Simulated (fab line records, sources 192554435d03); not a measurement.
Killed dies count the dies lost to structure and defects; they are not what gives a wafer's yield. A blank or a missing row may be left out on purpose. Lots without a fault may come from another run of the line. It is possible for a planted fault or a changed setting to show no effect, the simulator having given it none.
The same fault as seen by 2 desks    flow n5 finfet    every desk sees just its own numbers, and what lay behind them comes last

== AT THE METROLOGY DESK ==
What the gauges read, lot by lot, whatever tool the lot ran on: means of the sampled wafers that have a number. The brackets show how far a lot's mean lies from the usual mean; more than 4 standard deviations puts the lot out of limits, marked OUT. Shown here are 7 of its 11 readings, the ones lying furthest out on some lot.
Columns: A = DIBL_N at N5_BEOL_M4_RC_MEAS_101, usual 36.0 mV/V; B = DIBL_P at N5_BEOL_M4_RC_MEAS_101, usual 35.8 mV/V; C = IOFF_P at N5_BEOL_M4_RC_MEAS_101, usual 0.20 nA/um; D = ION_N at N5_BEOL_M4_RC_MEAS_101, usual 670 uA/um; E = ION_P at N5_BEOL_M4_RC_MEAS_101, usual 459 uA/um; F = SS_P at N5_BEOL_M4_RC_MEAS_101, usual 73.2 mV/dec; G = VT_P at N5_BEOL_M4_RC_MEAS_101, usual -252 mV
lot   first seen here  A     B     C     D    E    F     G
L285  day 6 13:56      36.0  36.2  0.22  673  464  73.7  -246
L287  day 7 01:14      36.1  35.6  0.19  672  461  73.3  -253
L289  day 7 16:23      36.8  36.4  0.19  670  460  73.5  -252
L290  day 7 21:59      35.1  36.0  0.22  664  467  73.0  -247
L291  day 8 00:07      35.8  36.0  0.19  666  453  73.4  -252
L300  day 10 08:00     37.9  37.3  0.21  678  462  73.7  -250
L299  day 11 02:12     36.1  38.0  0.23  679  464  73.2  -249
L305  day 12 06:03     35.7  33.9  0.21  666  464  73.2  -248
L306  day 12 10:31     36.6  37.4  0.19  664  450  73.6  -252
L308  day 12 21:24     33.1  32.2  0.14  648  446  72.2  -257
This desk found nothing out of limits on any of the 10 lots.

== DESK OF THE TOOL OWNER: rie diel-05 ==
The tool's own readings at N5_BEOL_M2_ETCH_77 (etches underlayer in N2/H2, target depth 6.5 nm, time 5.2 s): means of the sampled wafers that have a number, for each lot that ran on this tool. The brackets show how far a lot's mean lies from the usual mean; more than 4 standard deviations puts the lot out of limits, marked OUT.
Columns: A = drypump motor current A at N5_BEOL_M2_ETCH_77, usual 5.7 A; B = etch rf on time s at N5_BEOL_M2_ETCH_77, usual 5.22 s; C = oes product au at N5_BEOL_M2_ETCH_77, usual 0.67 a.u.; D = rf vpp V at N5_BEOL_M2_ETCH_77, usual 524.8 V; E = showerhead plenum p Torr at N5_BEOL_M2_ETCH_77, usual 2.57 Torr; F = throttle valve pct at N5_BEOL_M2_ETCH_77, usual 17.85 %
lot   first seen here  A    B                C     D      E     F
L289  day 7 16:43      5.4  5.24             0.66  524.4  2.56  17.90
L300  day 10 08:07     5.4  4.40 (-7.5) OUT  0.75  523.3  2.55  17.88
L299  day 11 02:19     5.5  4.47 (-6.8) OUT  0.66  524.0  2.52  17.99
This desk finds L299, L300 out of limits, L300 being first, at day 10 08:07 (etch rf on time s at N5_BEOL_M2_ETCH_77). Within limits: L289.

== TAKEN TOGETHER ==
At day 10 08:07, on L299, L300, the tool owner's desk was in a position to raise an alarm.
The metrology desk saw nothing out of limits.
The metrology desk has L299, L300 on record, within its limits.
N5_BEOL_M2_ETCH_77 was run on rie diel-05 by each of the lots named.

== WHAT THE SIMULATOR PUT IN ==
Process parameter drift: rie diel-05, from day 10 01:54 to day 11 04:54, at N5_BEOL_M2_ETCH_77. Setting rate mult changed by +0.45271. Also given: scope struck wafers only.
Shown lots that were struck: L299, L300.
Hours from the fault's start to each desk's first reading out of limits: the tool owner's desk, 6.
